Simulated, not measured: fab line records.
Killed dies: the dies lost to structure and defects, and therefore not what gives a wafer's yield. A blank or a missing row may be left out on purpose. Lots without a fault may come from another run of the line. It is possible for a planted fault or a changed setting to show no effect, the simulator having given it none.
fab line records | flow n5-finfet
record lots=7 wafers=21
route steps=1938 shown BEOL_M15@1796 MIM_BOT_LITHO@1858 MIM_BOT_ETCH@1867 PASSIVATION@1929
start-h: hours from the record's first day to the start of the lot's first wafer shown | wait-h: hours elapsed since this lot's preceding step | " identical to the entry in the row above | L1.1+2: several wafers, shown together as one row | - value missing, or start not given | * or withheld: withheld | < > ~ a bound
route shown NAME@n: NAME is a module with steps in the file, n the number in the route of the first one | usual: mean/standard deviation taken from wafers without a fault | same: alike in all rows | chamber/n: place in a boat | sites: per-site readings | _std_site: how widely they spread, as a standard deviation | _edge_site: mean of outer sites minus mean of inner sites | radius-mm: for every site, how far away it sits from the centre of the wafer | mask NAME#n: copy n | behind: the tool/chamber that last shaped the wafer | hold: cause of the lot's hold/its duration in hours/its outcome | device: the n, p or np transistor that did not switch | end of line: tests run on the same wafers once the route is complete | a step without rows: its recipe alone | killed: dies lost to structure and defects at the first sort, not the wafer's yield | map: a wafer's dies, x killed, . not, _ none there
set.NAME: the setting that was run; set.NAME@STEP: the one run at that earlier step | model.NAME: the simulator's own value behind a step, which no gauge read
lots whose settings were changed on purpose; a table a step, a row a wafer
## steps
# step N5_BEOL_M15_COAT_60
# recipe resist=BARC temp-c=205 time-s=60 spin-rpm=1500 resist-thk-nm=89
# columns lot.wafer tool chamber start-h wait-h set.spin-rpm model.BARC_of_BEOL_M15_COAT_60.thk-nm
L074.1+2 litho-track-05 0 254.68 0.3 1500 89
L074.5 " 0 " " 1354 94
L079.1+4 litho-track-05 0 267.99 0.3 1500 89
L079.3 " 0 " " 1633 85
L087.1 litho-track-04 0 342.56 0.3 1500 89.4
L087.4+6 " 0 " " 1500 89
L089.3 litho-track-04 0 345.80 0.3 1500 89.2
L089.5 " 0 " " 1500 89.6
L089.6 " 0 " " 1591 87
L088.3 litho-track-04 0 346.48 0.3 1500 88.8
L088.4 " 0 " " 1500 89.2
L088.5 " 0 " " 1500 89
L094.1 litho-track-05 0 372.20 0.3 1628 85.2
L094.2+4 " 0 " " 1500 89
L097.1 litho-track-05 0 408.77 0.3 1382 93
L097.2 " 0 " " 1500 89.2
L097.6 " 0 " " 1382 92.8
# step N5_BEOL_M15_PEB_26
# recipe peb-temp-c=130 peb-time-s=90
# columns lot.wafer tool chamber start-h wait-h set.peb-time-s
L074.1 litho-track-02 0 254.83 0.1 80.92
L074.2+5 " 0 " " 90
L079.1+3 litho-track-02 0 268.15 0.1 90
L079.4 " 0 " " 99.47
L087.1+4+6 litho-track-02 0 342.84 0.1 90
L089.3+5+6 litho-track-05 0 346.08 0.0 90
L088.3+4 litho-track-04 0 346.77 0.0 90
L088.5 " 0 " " 105.3
L094.1+2+4 litho-track-02 0 372.48 0.1 90
L097.1+2 litho-track-04 0 409.06 0.1 95.71
L097.6 " 0 " " 90
# step N5_BEOL_M15_DEVELOP_27
# recipe develop-time-s=45 rinse-liquid=diw dry=air-spin dev-temp-c=21
# step N5_BEOL_M15_HARDBAKE_32
# recipe temp-c=130 time-s=120
# step N5_BEOL_M15_DESCUM_33
# recipe chemistry=O2 time-s=7.9 source-power-w=50 bias-power-w=20 pressure-mtorr=20 rf-frequency-hz=2.712e+07 temp-c=40 o2-flow-sccm=225
# step N5_BEOL_M15_ETCH_61
# recipe chemistry=N2/H2 target=BARC target-depth-a=890 overetch-a=267 time-s=67.9 ion-energy-ev=200 pressure-mtorr=30 source-w=840 bias-w=150 n2-flow-sccm=200 h2-flow-sccm=200
# columns lot.wafer tool chamber start-h wait-h set.spin-rpm@BEOL_M15_COAT_60 model.etch.depth-nm
L074.1 rie-diel-04 3 255.07 0.0 1500 89.02
L074.2 " 2 " " 1500 89.09
L074.5 " 1 " " 1354 93.95
L079.1+4 rie-diel-03 0 268.50 0.0 1500 88.94
L079.3 " 1 " " 1633 84.96
L087.1 rie-diel-03 2 343.08 0.0 1500 89.44
L087.4 " 0 " " 1500 89.06
L087.6 " 0 " " 1500 89.1
L089.3 rie-diel-04 2 346.39 0.0 1500 89.17
L089.5 " 1 " " 1500 89.58
L089.6 " 2 " " 1591 86.99
L088.3 rie-diel-01 3 347.03 0.0 1500 88.86
L088.4 " 2 " " 1500 89.19
L088.5 " 3 " " 1500 89.08
L094.1 rie-diel-04 0 373.32 0.0 1628 85.28
L094.2 " 1 " " 1500 88.92
L094.4 " 3 " " 1500 88.9
L097.1 rie-diel-03 1 409.29 0.0 1382 93.05
L097.2 " 2 " " 1500 89.25
L097.6 " 3 " " 1382 92.71
# step N5_MIM_BOT_LITHO_EXPOSE_05
# recipe mask-id=MIM_BOT na=0.55 source-shape=conventional sigma-outer=0.8 polarization=unpolarized dose-mj=24.25
# columns lot.wafer tool chamber start-h wait-h mask set.dose-mj
L074.1 krf-scanner-02 0 265.25 - MIM_BOT#0 24.25
L074.2+5 " 0 " " MIM_BOT#0 25.56
L079.1+4 krf-scanner-01 0 275.69 - MIM_BOT#0 24.25
L079.3 " 0 " " MIM_BOT#0 25.1
L087.1+4+6 krf-scanner-01 0 350.34 - MIM_BOT#0 24.25
L089.3+6 krf-scanner-02 0 356.00 - MIM_BOT#0 24.25
L089.5 " 0 " " MIM_BOT#0 25.66
L088.3+4 krf-scanner-02 0 356.04 - MIM_BOT#0 24.25
L088.5 " 0 " " MIM_BOT#0 23.32
L094.1+2+4 krf-scanner-01 0 382.43 - MIM_BOT#0 24.25
L097.1 krf-scanner-02 0 416.25 - MIM_BOT#0 24.25
L097.2+6 " 0 " " MIM_BOT#0 23.52
# step N5_MIM_BOT_LITHO_PEB_06
# recipe peb-temp-c=withheld peb-time-s=*
# step N5_MIM_BOT_LITHO_DEVELOP_07
# recipe develop-time-s=60 rinse-liquid=diw dry=air-spin dev-temp-c=21
# step N5_MIM_BOT_LITHO_HARDBAKE_09
# recipe temp-c=130 time-s=120
# step N5_MIM_BOT_LITHO_CD_MEAS_08
# recipe target-cd-nm=3000 landing-energy-ev=500 detector=se-inlens polarity=opening
# usual cd-nm=2999.7/2
# columns lot.wafer tool chamber start-h wait-h set.dose-mj@MIM_BOT_LITHO_EXPOSE_05 cd-nm
L074.1 cd-sem-03 0 265.42 - 24.25 3002.2
L074.2 " 0 " " 25.56 3008.7
L074.5 " 0 " " 25.56 3011.7
L079.1 cd-sem-01 0 275.87 - 24.25 3000.3
L079.3 " 0 " " 25.1 3005.5
L079.4 " 0 " " 24.25 2999.7
L087.1 cd-sem-02 0 350.52 - 24.25 3001.9
L087.4 " 0 " " 24.25 3000.0
L087.6 " 0 " " 24.25 3002.1
L089.3 cd-sem-02 0 356.17 - 24.25 2998.2
L089.5 " 0 " " 25.66 3006.8
L089.6 " 0 " " 24.25 2996.6
L088.3 cd-sem-02 0 356.20 - 24.25 3000.1
L088.4 " 0 " " 24.25 3003.7
L088.5 " 0 " " 23.32 2992.4
L094.1 cd-sem-03 0 382.61 - 24.25 3000.3
L094.2 " 0 " " 24.25 2998.9
L094.4 " 0 " " 24.25 3001.3
L097.1 cd-sem-02 0 416.43 - 24.25 3000.8
L097.2 " 0 " " 23.52 2992.1
L097.6 " 0 " " 23.52 2993.9
# step N5_MIM_BOT_ETCH_ETCH_03
# recipe chemistry=Cl2/BCl3 target-depth-a=120 pressure-mtorr=8 icp-w=800 bias-w=100 Cl2_flow_sccm=20 bcl3-flow-sccm=80
# columns lot.wafer tool chamber start-h wait-h set.bias-w model.etch.depth-nm
L074.1 rie-metal-03 1 265.67 0.1 114.6 12.72
L074.2 " 1 " " 114.6 12.74
L074.5 " 1 " " 100 12.15
L079.1 rie-metal-01 1 276.11 0.1 100 11.76
L079.3 " 0 " " 86.65 11.28
L079.4 " 1 " " 86.65 11.2
L087.1 rie-metal-01 0 350.76 0.1 100 11.68
L087.4 " 0 " " 100 11.73
L087.6 " 1 " " 100 11.91
L089.3 rie-metal-02 0 356.45 0.1 89.75 11.93
L089.5 " 0 " " 89.75 11.91
L089.6 " 1 " " 100 12.21
L088.3 rie-metal-01 1 356.47 0.1 92.92 11.7
L088.4 " 0 " " 100 11.9
L088.5 " 0 " " 92.92 11.52
L094.1 rie-metal-02 1 382.85 0.1 117.5 12.98
L094.2 " 0 " " 117.5 13.22
L094.4 " 0 " " 100 12.39
L097.1+2 rie-metal-01 0,1 416.67 0.1 100 12.04
L097.6 " 1 " " 85.73 11.4
# step N5_PASSIVATION_PASS_ETCH_47
# recipe chemistry=CF4/O2 target=SiNx target-depth-a=7700 time-s=385 ion-energy-ev=100 pressure-mtorr=40 source-w=535 bias-w=49 Ar_flow_sccm=100 cf4-flow-sccm=100 O2_flow_sccm=10
# columns lot.wafer tool chamber start-h wait-h set.time-s model.etch.depth-nm
L074.1 rie-diel-06 2 270.78 0.0 385 773.8
L074.2 " 3 " " 385 742.4
L074.5 " 0 " " 361.6 742.1
L079.1 rie-diel-02 2 281.17 0.0 385 760.8
L079.3 " 3 " " 385 777.3
L079.4 " 0 " " 385 785
L087.1 rie-diel-05 3 357.51 0.0 385 743.6
L087.4 " 2 " " 385 737
L087.6 " 3 " " 385 744.5
L089.3 rie-diel-05 0 363.09 0.0 310 589.5
L089.5 " 2 " " 310 587.1
L089.6 " 3 " " 310 605.2
L088.3 rie-diel-05 0 363.68 0.0 444.9 837.9
L088.4 " 1 " " 444.9 887.7
L088.5 " 3 " " 444.9 857.5
L094.1 rie-diel-05 0 387.67 0.0 442.1 848.4
L094.2 " 3 " " 442.1 874.8
L094.4 " 1 " " 442.1 884.4
L097.1 rie-diel-02 1 422.33 0.0 385 766.8
L097.2 " 3 " " 385 772.8
L097.6 " 2 " " 451.8 886.2
## key
split step=N5_BEOL_M15_COAT_60 setting=spin-rpm stated=1500 by=wafer
response step=N5_BEOL_M15_COAT_60 reading=model.BARC_of_BEOL_M15_COAT_60.thk-nm change=-0.465 per=1% r=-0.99
response step=N5_BEOL_M15_ETCH_61 reading=model.etch.depth-nm change=-0.455 per=1% r=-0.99
split step=N5_BEOL_M15_PEB_26 setting=peb-time-s stated=90 by=wafer
response none clear
split step=N5_MIM_BOT_LITHO_EXPOSE_05 setting=dose-mj stated=24.25 by=wafer
response step=N5_MIM_BOT_LITHO_CD_MEAS_08 reading=cd-nm change=+1.78 per=1% r=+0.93
split step=N5_MIM_BOT_ETCH_ETCH_03 setting=bias-w stated=100 by=wafer
response step=N5_MIM_BOT_ETCH_ETCH_03 reading=model.etch.depth-nm change=+0.0396 per=1% r=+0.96
split step=N5_PASSIVATION_PASS_ETCH_47 setting=time-s stated=385 by=wafer
response step=N5_PASSIVATION_PASS_ETCH_47 reading=model.etch.depth-nm change=+6.27 per=1% r=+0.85
